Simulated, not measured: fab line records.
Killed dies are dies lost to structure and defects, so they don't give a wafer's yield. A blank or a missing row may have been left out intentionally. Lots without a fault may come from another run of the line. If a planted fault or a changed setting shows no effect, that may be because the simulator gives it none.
Problem report, 8D (eight disciplines) form, completed by code -- flow n5 finfet -- the parts of the form that need people (team, actions taken, sign-off) are left out

1. WHAT WENT WRONG
HMC_CMP_THK at N5_PMOS_HMC_CHANNEL_EPI_THK_MEAS_22 reads a mean of 58.8 nm on 2 wafers of 2 lots; wafers without a fault read 53.8 nm with a standard deviation of 0.95. Relative to the usual mean, that is a shift of +5.3 standard deviations.
First seen on wafer L554.1, day 3 22:02, on film metro-01. Wafers with a number at this step in the record: 31, from 11 lots. Rule for "out" (also "out of limits"): further than 4 standard deviations from the usual mean. The other wafers with a number count as sound.

2. WHAT IT IS; WHAT IT IS NOT
question,is,is not
which readings at this step,HMC_CMP_THK,-
which lots,"L554, L556","L546, L547, L560, L562, L564, L566, L567, L568, L569"
which wafers of those lots,"L554.1, L556.1","L554.2, L556.6"
read on which gauges,"film metro-01, film metro-02",-
when,from day 3 22:02,"up to then (7 sound wafers); but 22 sound wafers of L556, L560, L562, L564, L566, L567, L568, L569 came after"

3. THE SUSPECTS, EACH WITH WHAT RULES IT OUT
Counting: any tool at a process step up to the reading remains a suspect provided it ran every lot that is out. Sound lots after the first of them don't rule it out here, since some wafers of a struck lot are sound.
- the gauge at N5_PMOS_HMC_CHANNEL_EPI_THK_MEAS_22 has been ruled out. Those wafers that are out were read across 2 gauges (film metro-01, film metro-02).
- rie si-04 at N5_PMOS_HMC_CHANNEL_EPI_FIN_RECESS_16 (chemistry HBr/Cl2, target Si, target depth 54 nm, time 18 s): kept. It processed each lot that is out (first: L554, day 3 19:47); up to then, its last sound lot is L547 (day 1 23:29). Its own oes product au readings are out on those wafers.
- Within rie si-04 at N5_PMOS_HMC_CHANNEL_EPI_FIN_RECESS_16: the wafers that are out ran in chambers 0, 2; their sound lot-mates ran in chambers 1, 3.
Remaining after the count: rie si-04 at N5_PMOS_HMC_CHANNEL_EPI_FIN_RECESS_16.

4. THE CAUSE (what the simulator had put in)
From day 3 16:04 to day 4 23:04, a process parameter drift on rie si-04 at N5_PMOS_HMC_CHANNEL_EPI_FIN_RECESS_16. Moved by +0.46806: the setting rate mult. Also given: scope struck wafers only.
This tool alone remained once counting was done.

5. THE EFFECT CHAIN, in route order
Each row: a reading where the mean over the struck wafers with a number is more than 3 standard deviations away from the usual. Scope: only readings with a usual standard deviation given in the record; hours: median across lots of the time from each lot's start at the first step in this table that gives one to its start at this step; sigmas: change in usual standard deviations.
hours,step,reading,usual,on struck wafers,change,sigmas
0,N5_PMOS_HMC_CHANNEL_EPI_FIN_RECESS_16,oes product au,0.998 a.u.,1.252,+0.254,+18
2,N5_PMOS_HMC_CHANNEL_EPI_THK_MEAS_22,HMC_CMP_THK,53.8 nm,58.8,+5.0,+5.3
Its process steps:
- N5_PMOS_HMC_CHANNEL_EPI_FIN_RECESS_16: chemistry HBr/Cl2, target Si, target depth 54 nm, time 18 s.
Later measuring or inspecting steps at which every struck wafer that the step has a row for has a number for every such reading, and none has moved that far: N5_FIN_SAQP_CD_MEAS_16.

6. WHAT WOULD HAVE CAUGHT IT SOONER
In this record the first reading out of limits at a measuring or inspecting step was taken at day 3 22:02, 6 hours after the fault began at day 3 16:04.
At N5_PMOS_HMC_CHANNEL_EPI_FIN_RECESS_16, the tool's own readings (oes product au) were out on each struck wafer the step has a row for, so an alarm limit on them would have fired on the first such wafer.
L556, from the lots that are out (2), started N5_PMOS_HMC_CHANNEL_EPI_FIN_RECESS_16 on rie si-04 later than day 3 22:02. A hold on the tool at that time would have spared it.
